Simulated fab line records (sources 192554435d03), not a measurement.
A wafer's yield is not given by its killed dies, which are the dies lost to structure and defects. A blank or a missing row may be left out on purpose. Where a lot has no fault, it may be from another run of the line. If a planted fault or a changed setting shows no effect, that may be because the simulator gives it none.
Chamber matching || flow n5-finfet || N5_BEOL_M8_ETCH_66 on rie-diel-02 has 4 sister chambers
The step etches SOC in N2/H2, target depth 80 nm, overetch 16 nm, time 120 s. 4 wafers are shown with their chamber, then 9 later ones without.

## WAFERS, EACH WITH ITS CHAMBER
{"wafer": "L080.6", "chamber": 0, "drypump-motor-current-A (A)": 5.7}
{"wafer": "L083.1", "chamber": 2, "drypump-motor-current-A (A)": 5.9}
{"wafer": "L083.2", "chamber": 3, "drypump-motor-current-A (A)": 5.4}
{"wafer": "L083.5", "chamber": 1, "drypump-motor-current-A (A)": 5.0}

## WAFERS WHOSE CHAMBER IS MISSING
{"wafer": "L090.2", "drypump-motor-current-A (A)": 5.4}
{"wafer": "L090.3", "drypump-motor-current-A (A)": 5.0}
{"wafer": "L090.4", "drypump-motor-current-A (A)": 5.6}
{"wafer": "L092.2", "drypump-motor-current-A (A)": 5.0}
{"wafer": "L092.5", "drypump-motor-current-A (A)": 5.7}
{"wafer": "L092.6", "drypump-motor-current-A (A)": 4.9}
{"wafer": "L095.2", "drypump-motor-current-A (A)": 5.6}
{"wafer": "L095.4", "drypump-motor-current-A (A)": 4.9}
{"wafer": "L095.5", "drypump-motor-current-A (A)": 5.4}

## WHICH CHAMBER EACH WENT THROUGH
{"wafer": "L090.2", "from the rows above": 3, "in truth": 3}
{"wafer": "L090.3", "from the rows above": 1, "in truth": 1}
{"wafer": "L090.4", "from the rows above": "can't be placed: 0 or 3", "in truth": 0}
{"wafer": "L092.2", "from the rows above": 1, "in truth": 1}
{"wafer": "L092.5", "from the rows above": 0, "in truth": 0}
{"wafer": "L092.6", "from the rows above": 1, "in truth": 1}
{"wafer": "L095.2", "from the rows above": "can't be placed: 0 or 3", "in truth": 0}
{"wafer": "L095.4", "from the rows above": 1, "in truth": 1}
{"wafer": "L095.5", "from the rows above": 3, "in truth": 3}
Correctly placed: 7 of 9. From these rows, 2 cannot be placed; in 2 the true chamber is one of the candidates. 0 placed wrongly.
How it was worked out, from the rows above alone: a wafer's distance from a chamber is the root of the sum, over the readings, of the square of ((its reading less the chamber's mean) divided by the reading's scatter). If the next closest chamber is less than 2 further off than the closest, the wafer can't be placed; otherwise it belongs to the closest. For every chamber, the mean is computed from those of its wafers that are shown. The scatter: root of mean squared gap, hidden wafer to nearest shown wafer, with one shown wafer a chamber.
